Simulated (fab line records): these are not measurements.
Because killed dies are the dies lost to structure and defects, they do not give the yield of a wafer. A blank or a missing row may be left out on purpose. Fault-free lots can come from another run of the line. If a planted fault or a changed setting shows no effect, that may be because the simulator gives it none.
Which tool was responsible? | flow nand harc | 6 lots, 18 wafers sampled, at 2 steps of a route of 1159

WHAT THE GAUGES READ, wafer by wafer
NHARC_P_ZERO_WELL_CD_MEAS_24: target cd 720 nm.
lot  | measured    | on        | cd nm (nm)
L494 | day 1 20:37 | cd sem-02 | 718.3 716.4 721.5
L498 | day 2 20:37 | cd sem-02 | 720.8 721.3 724.9
L502 | day 3 20:35 | cd sem-01 | 718.2 716.5 721.3
L509 | day 5 14:20 | cd sem-01 | 721.8 723.5 720.7
L513 | day 6 14:30 | cd sem-02 | 716.3 719.2 716.7
L515 | day 7 02:28 | cd sem-01 | 717.4 722.8 723.4

WHICH TOOL RAN EACH LOT (tool, then ch and the chambers of the sampled wafers, then the start)
lot  | NHARC_P_ZERO_WELL_EXPOSE_21
L494 | krf scanner-04 ch 0, day 1 20:27
L498 | krf scanner-02 ch 0, day 2 20:27
L502 | krf scanner-02 ch 0, day 3 20:26
L509 | krf scanner-01 ch 0, day 5 14:11
L513 | krf scanner-02 ch 0, day 6 14:21
L515 | krf scanner-01 ch 0, day 7 02:18
- NHARC_P_ZERO_WELL_EXPOSE_21: exposes mask P NWELL, target cd 720 nm.

THE ANSWER, worked out from the rows above alone
Rule: usual is defined by the lots themselves. The widest of any qualifying gaps counts: lots, ordered by their means at a reading, are off when they make up no more than a third of the lots, leave a main group of 4 or more, and stand apart from it by 3 or more times the standard deviation of that group's means. A main group whose means are all the same, to the digits that the tables above print for the reading, isn't used. A lot without any number at a reading at which 4 lots or more have one is off too. Any other lot the step has rows for is counted as sound.
No lot is off on any of the readings shown, so nothing can be concluded from this.

WHAT THE SIMULATOR HAD PUT IN
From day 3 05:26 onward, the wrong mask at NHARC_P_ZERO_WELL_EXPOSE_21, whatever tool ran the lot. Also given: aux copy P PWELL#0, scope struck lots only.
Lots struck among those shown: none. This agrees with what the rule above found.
